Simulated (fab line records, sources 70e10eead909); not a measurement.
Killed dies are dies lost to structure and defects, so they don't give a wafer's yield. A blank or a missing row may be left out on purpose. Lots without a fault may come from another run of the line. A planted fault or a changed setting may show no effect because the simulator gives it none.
Which tool did it? | flow nand_harc | 12 lots, 36 wafers sampled, at 5 steps of a route of 1302

WHAT THE GAUGES READ, wafer by wafer
NHARC_A_M1_THK_MEAS_24: measures by xrf. Usual: thk_nm 154.5 nm, standard deviation 1.4.
lot  | measured     | on            | thk_nm (nm)       | flag
L666 | day 23 19:45 | film_metro-01 | 154.0 153.9 152.3 |
L667 | day 23 22:14 | film_metro-01 | 155.3 155.9 154.9 |
L670 | day 25 07:32 | film_metro-01 | 153.4 150.8 158.1 |
L675 | day 27 10:07 | film_metro-02 | 156.1 154.3 154.4 |
L677 | day 27 13:02 | film_metro-02 | 153.3 152.7 155.0 |
L676 | day 27 21:40 | film_metro-02 | 153.5 154.2 155.0 |
L682 | day 30 03:59 | film_metro-02 | 158.5 154.3 154.7 |
L681 | day 30 05:28 | film_metro-02 | 154.7 156.3 155.2 |
L684 | day 30 23:31 | film_metro-01 | 155.2 155.2 155.4 |
L686 | day 31 13:38 | film_metro-02 | 155.8 157.7 157.0 |
L685 | day 31 14:51 | film_metro-01 | 155.9 154.0 152.4 |
L687 | day 33 03:39 | film_metro-01 | 153.8 155.1 153.0 |

NHARC_END_SORT_01. Usual: defect_limited_yield 91.4 %, standard deviation 2.7; killed_at_array 53, standard deviation 18; killed_at_other 0.8, standard deviation 1.1; killed_at_periphery 4.1, standard deviation 2.7; killed_dies 58, standard deviation 18; killed_open 3.1, standard deviation 1.7; killed_short 2.7, standard deviation 1.7; sort_bin_2_pct 3.0 %, standard deviation 1.2; sort_bin_3_pct 0.6 %, standard deviation 0.37; sort_bin_4_pct 4.9 %, standard deviation 1.5; sort_n_pass 619, standard deviation 18; sort_rim_yield_pct 91 %, standard deviation 4.1; sort_yield_pct 91.4 %, standard deviation 2.7.
lot  | measured     | on        | defect_limited_yield (%) | killed_at_array | killed_at_other | killed_at_periphery | killed_dies | killed_open | killed_short | sort_bin_2_pct (%) | sort_bin_3_pct (%) | sort_bin_4_pct (%) | sort_n_pass | sort_rim_yield_pct (%) | sort_yield_pct (%) | flag
L676 | day 29 06:46 | prober-01 | 93.8 92.9 92.0           | 37 44 51        | 1 1 0           | 4 3 3               | 42 48 54    | 2 2 4       | 0 1 3        | 2.1 2.2 3.1        | 0.4 0.3 0.4        | 3.7 4.6 4.4        | 635 629 623 | 91 93 95               | 93.8 92.9 92.0     |

WHICH TOOL RAN EACH LOT (tool, then ch and the chambers of the sampled wafers, then the start)
lot  | NHARC_A_M1_STRIP_18                | NHARC_A_M1_ANNEAL_31             | NHARC_A_M1_DEP_33
L666 | rie_diel-03 ch 0,2,3, day 23 17:43 | rtp_anneal-01 ch 0, day 23 19:05 | pecvd-01 ch 0,1,2, day 23 20:03
L667 | rie_diel-02 ch 0,1,3, day 23 20:11 | rtp_anneal-01 ch 0, day 23 21:34 | pecvd-04 ch 0,1, day 23 22:32
L670 | rie_diel-05 ch 0,1,3, day 25 05:32 | rtp_anneal-01 ch 0, day 25 06:56 | pecvd-01 ch 0,1, day 25 07:55
L675 | rie_diel-03 ch 0,2,3, day 27 08:05 | rtp_anneal-02 ch 0, day 27 09:26 | pecvd-02 ch 0,1,2, day 27 10:25
L677 | rie_diel-02 ch 0,3, day 27 10:52   | rtp_anneal-01 ch 0, day 27 12:23 | pecvd-01 ch 0,1,2, day 27 13:30
L676 | rie_diel-05 ch 0,1,2, day 27 19:29 | rtp_anneal-01 ch 0, day 27 20:59 | pecvd-02 ch 0,2, day 27 22:01
L682 | rie_diel-02 ch 1,3, day 30 01:56   | rtp_anneal-01 ch 0, day 30 03:19 | pecvd-02 ch 0,2, day 30 04:23
L681 | rie_diel-02 ch 0,2, day 30 03:26   | rtp_anneal-01 ch 0, day 30 04:49 | pecvd-02 ch 0,2, day 30 05:53
L684 | rie_diel-02 ch 1,3, day 30 21:26   | rtp_anneal-02 ch 0, day 30 22:51 | pecvd-01 ch 0,1, day 30 23:49
L686 | rie_diel-02 ch 0,1,2, day 31 11:38 | rtp_anneal-02 ch 0, day 31 12:59 | pecvd-01 ch 0,1, day 31 13:59
L685 | rie_diel-02 ch 0,1,3, day 31 12:47 | rtp_anneal-02 ch 0, day 31 14:11 | pecvd-01 ch 0,1,2, day 31 15:09
L687 | rie_diel-02 ch 0,1, day 33 01:35   | rtp_anneal-01 ch 0, day 33 03:02 | pecvd-01 ch 1,2, day 33 04:14
- NHARC_A_M1_STRIP_18: strips in N2/H2.
- NHARC_A_M1_ANNEAL_31: time 90 s.
- NHARC_A_M1_DEP_33: deposits SiCN, target thk 30 nm.

WHAT THE TOOLS THEMSELVES READ (means of the sampled wafers that have a number; where no wafer has one, the mark that the record gives instead)
NHARC_A_M1_STRIP_18. Usual: drypump_motor_current_A 5.7 A, standard deviation 0.56; oes_product_au 0.996 a.u., standard deviation 0.01; rf_vpp_V 90.8 V, standard deviation 0.83; showerhead_plenum_p_Torr 2.04 Torr, standard deviation 0.079; throttle_valve_pct 14.171 %, standard deviation 0.0087.
lot  | tool        | drypump_motor_current_A (A) | oes_product_au (a.u.) | rf_vpp_V (V) | showerhead_plenum_p_Torr (Torr) | throttle_valve_pct (%) | flag
L666 | rie_diel-03 | 5.8                         | 1.004                 | 89.9         | 2.02                            | 14.169                 |
L667 | rie_diel-02 | 5.9                         | 1.000                 | 90.6         | 2.06                            | 14.165                 |
L670 | rie_diel-05 | 5.6                         | 1.002                 | 91.2         | 2.00                            | 14.175                 |
L675 | rie_diel-03 | 5.9                         | 0.997                 | 90.1         | 2.02                            | 14.173                 |
L677 | rie_diel-02 | 5.6                         | 1.000                 | 91.5         | 1.99                            | 14.175                 |
L676 | rie_diel-05 | 5.6                         | 0.993                 | 91.1         | 2.08                            | 14.172                 |
L682 | rie_diel-02 | 6.2                         | 1.013                 | 91.5         | 2.13                            | 14.168                 |
L681 | rie_diel-02 | 5.0                         | 0.997                 | 90.4         | 1.96                            | 14.167                 |
L684 | rie_diel-02 | 6.2                         | 1.003                 | 91.6         | 2.12                            | 14.178                 |
L686 | rie_diel-02 | 5.4                         | 0.987                 | 90.8         | 2.02                            | 14.163                 |
L685 | rie_diel-02 | 5.9                         | 0.998                 | 91.3         | 2.06                            | 14.177                 |
L687 | rie_diel-02 | 5.4                         | 1.001                 | 90.6         | 1.99                            | 14.175                 |

NHARC_A_M1_ANNEAL_31. Usual: wafer_temp_C_max 225.93, standard deviation 0.23.
lot  | tool          | wafer_temp_C_max | flag
L666 | rtp_anneal-01 | 226.30           |
L667 | rtp_anneal-01 | 226.02           |
L670 | rtp_anneal-01 | 225.88           |
L675 | rtp_anneal-02 | 225.96           |
L677 | rtp_anneal-01 | 226.15           |
L676 | rtp_anneal-01 | 225.90           |
L682 | rtp_anneal-01 | 225.84           |
L681 | rtp_anneal-01 | 226.05           |
L684 | rtp_anneal-02 | 225.95           |
L686 | rtp_anneal-02 | 225.97           |
L685 | rtp_anneal-02 | 225.72           |
L687 | rtp_anneal-01 | 226.06           |

NHARC_A_M1_DEP_33. Usual: chamber_pressure_Torr 2.999 Torr, standard deviation 0.007; heater_power_outer_w 313 W, standard deviation 42; heater_power_w 550 W, standard deviation 61.
lot  | tool     | chamber_pressure_Torr (Torr) | heater_power_outer_w (W) | heater_power_w (W) | flag
L666 | pecvd-01 | 2.997                        | 289                      | 515                |
L667 | pecvd-04 | 2.992                        | 278                      | 500                |
L670 | pecvd-01 | 3.002                        | 360                      | 587                |
L675 | pecvd-02 | -                            | -                        | -                  | OFF
L677 | pecvd-01 | -                            | -                        | -                  | OFF
L676 | pecvd-02 | -                            | -                        | -                  | OFF
L682 | pecvd-02 | 2.998                        | 348                      | 604                |
L681 | pecvd-02 | 3.000                        | 341                      | 585                |
L684 | pecvd-01 | 3.003                        | 334                      | 556                |
L686 | pecvd-01 | 3.003                        | 326                      | 553                |
L685 | pecvd-01 | 2.994                        | 354                      | 599                |
L687 | pecvd-01 | 2.998                        | 321                      | 582                |

THE ANSWER, worked out from the rows above alone
Rule: a lot is off if the mean of its wafers that have a number lies more than 3 standard deviations from the usual mean. A lot without any number at a reading at which 4 lots or more have one is off too. The other lots that the step has rows for count as sound. The gauges are gone through in route order, then the tools' own readings, and for those a lot's mean is taken as printed above. The first step at which some lot is off is used, and at that step the reading that is off furthest; a lot without a number counts as furthest.
Off: L675, L677, L676, at NHARC_A_M1_DEP_33 (chamber_pressure_Torr). Without a number there: L675, L677, L676.
A tool fits if, at that step or a process step before it, it ran every lot that is off, and no sound lot after the first of them. None of those tried fits.

WHAT THE SIMULATOR HAD PUT IN
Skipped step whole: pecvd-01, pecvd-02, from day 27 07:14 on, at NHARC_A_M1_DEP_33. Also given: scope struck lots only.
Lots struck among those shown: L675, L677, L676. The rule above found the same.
